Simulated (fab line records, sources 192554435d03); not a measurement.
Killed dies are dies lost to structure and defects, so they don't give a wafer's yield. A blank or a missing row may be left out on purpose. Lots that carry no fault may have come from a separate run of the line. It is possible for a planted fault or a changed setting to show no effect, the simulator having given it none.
Struck lot and sound lot, side by side / flow n5Finfet / 38 out of 1938 route steps
Sound: these wafers, L430.1, L430.3, L430.4. Struck: wafers L415.1, L415.5. (L415.6 of the same lot was not struck and is left out.) The cause comes at the end.
Per side, at each step with rows, come the tool, then ch with its chambers, and then its first start. Under that, the readings that differ: sound wafers / struck wafers / difference of the means / sigmas: that difference in standard deviations of wafers without a fault.
alike: words and numbers the same on both sides, and readings whose means are apart by under 2 such deviations; not compared: readings that were withheld, readings missing a value for some wafer, numbers with overlapping values and no deviation given by the record, and bounds like >300 which may hide the same value.
Wherever a step has rows on one side only, a row that says differs or no value, or a row with sigmas, the two part there. Non-overlapping numbers with no deviation appear without sigmas and do not part them. A reading that every wafer of one side lacks parts them only if that side has two wafers or more.

first, 12 steps without rows for these wafers: N5_MOL_CONTACT_COAG_ETCH_66 (etches SiARC in CF4, target depth 13 nm, time 21.7 s); N5_MOL_CONTACT_COAG_ALD_133 (deposits SiO2, target thk 5 nm, pulse time 1 s, co reactant pulse time 1 s); N5_MOL_CONTACT_COAG_ETCHBACK_134 (etches SiO2 in CHF3, target depth 10 nm, time 6.7 s); N5_MOL_CONTACT_COAG_ETCH_67 (etches SOC in N2/H2, target depth 60 nm, overetch 21 nm, time 101.2 s); N5_MOL_CONTACT_COAG_STRIP_68 (strips in N2/H2); N5_MOL_CONTACT_COAG_STRIP_69 (strips in N2/H2); N5_MOL_CONTACT_COAG_ETCHBACK_136 (etches SiO2 in CHF3, target depth 25 nm, time 16.7 s); N5_MOL_CONTACT_COAG_STRIP_120 (strips in CHF3); N5_MOL_CONTACT_COAG_VIA_ETCH_117 (etches SiO2 in C4F6/O2, target depth 40 nm, overetch 8 nm, time 26 s); N5_MOL_CONTACT_COAG_ETCH_124 (etches SiNx in CH3F/O2, stops on SiOC, target depth 6.5 nm); N5_MOL_CONTACT_COAG_ETCH_48 (etches SiOC in C4F6/O2, target depth 15 nm, overetch 4.5 nm, time 17 s); N5_MOL_CONTACT_COAG_STRIP_72 (strips in N2/H2).
N5_MOL_CONTACT_COAG_STRIP_49: strips in N2/H2, time 30 s.
  sound on plasmaAsher-01 ch 0,1, day 10 10:59; struck on plasmaAsher-02 ch 0, day 6 18:28
  alike: drypumpMotorCurrentA, heaterPowerW
  not compared: rfHoursCounterH
then, 24 steps without rows for these wafers: N5_MOL_CONTACT_COAG_PRECLEAN_138 (cleans in alkaline clean, time 60 s); N5_MOL_CONTACT_COAG_SRD_139 (time 30 s); N5_MOL_CONTACT_COAG_PRE_CLEAN_121; N5_MOL_CONTACT_COAG_CVD_140 (deposits W, target thk 66.5 nm, time 215 s); N5_MOL_CONTACT_COAG_PRECLEAN_127 (cleans in DIW, time 57.5 s); N5_MOL_CONTACT_COAG_SRD_128 (dry time 32 s); N5_MOL_CONTACT_COAG_CMP_52 (polishes, stops on SiO2, t overpolish 1.5 s, target thk 66.5 nm); N5_MOL_CONTACT_COAG_ANNEAL_112 (time 1800 s); N5_BEOL_M0_SAQP_PECVD_00 (deposits SiCN from 3MS/NH3, target thk 8 nm, time 14 s); N5_BEOL_M0_SAQP_ILD_DEP_01 (deposits SiOC from DEMS/O2, target thk 45.419 nm, time 8.7 s); N5_BEOL_M0_SAQP_HM_DEP_02 (deposits TiN, target thk 12 nm); N5_BEOL_M0_SAQP_PECVD_03 (deposits SiCN from 3MS/NH3, target thk 12 nm, time 21.1 s); N5_BEOL_M0_SAQP_PECVD_96 (deposits a-Si from SiH4/He, target thk 45 nm, time 45.2 s); N5_BEOL_M0_SAQP_PECVD_97 (deposits SiNx from SiH4/NH3/N2, target thk 23 nm, time 19.9 s); N5_BEOL_M0_SAQP_PECVD_04 (deposits a-Si from SiH4/He, target thk 60 nm, time 60.2 s); N5_BEOL_M0_SAQP_HM_DEP_111 (deposits SiO2 from SiH4/N2O, target thk 12 nm, time 7.2 s); N5_BEOL_M0_SAQP_COAT_81 (time 60 s, resist thk 100 nm); N5_BEOL_M0_SAQP_COAT_82 (time 60 s, resist thk 30 nm); N5_BEOL_M0_SAQP_COAT_08 (resist thk 90 nm); N5_BEOL_M0_SAQP_EBR_10; N5_BEOL_M0_SAQP_SOFTBAKE_09 (time 60 s); N5_BEOL_M0_SAQP_EXPOSE_11 (exposes mask M0 CORE, target cd 42 nm); N5_BEOL_M0_SAQP_PEB_12 (peb time 60 s); N5_BEOL_M0_SAQP_DEVELOP_13 (develop time 30 s).
-- record jumps: 6 days separate the struck wafers' starts on either side; left off in module BEOL_M0_SAQP, taken up again in module PASSIVATION, whose first shown step is the route's number 1936 --
N5_PASSIVATION_PROBE_49:
  struck on prober-02, day 12 15:34; sound on prober-02, day 17 08:40
reading=defectLimitedYield (%); sound=89.2 90.4 90.8; struck=80.3 82.6; difference=-8.7; sigmas=-6
reading=killedAtContacts; sound=15 10 4; struck=156 137; difference=+137; sigmas=+19
reading=killedDies; sound=127 113 109; struck=232 205; difference=+102; sigmas=+6
reading=killedOnRim; sound=22 19 14; struck=31 26; difference=+10; sigmas=+2
reading=sort_bin_5_function (%); sound=6.9 5.3 5.2; struck=12.6 10.0; difference=+5.5; sigmas=+6
reading=sortNPass; sound=1053 1067 1071; struck=948 975; difference=-102; sigmas=-6
reading=sortYieldPct (%); sound=89.2 90.4 90.8; struck=80.3 82.6; difference=-8.7; sigmas=-6
  alike: killed_at_M0_to_M3, killed_at_M4_up, killedAtFrontEnd, killedAtOther, killedOpen, killedShort, sort_bin_6_memory, sort_bin_8_speed

WHERE THEY PART
Only at N5_PASSIVATION_PROBE_49, within this record.

WHY: what had been put in by the simulator
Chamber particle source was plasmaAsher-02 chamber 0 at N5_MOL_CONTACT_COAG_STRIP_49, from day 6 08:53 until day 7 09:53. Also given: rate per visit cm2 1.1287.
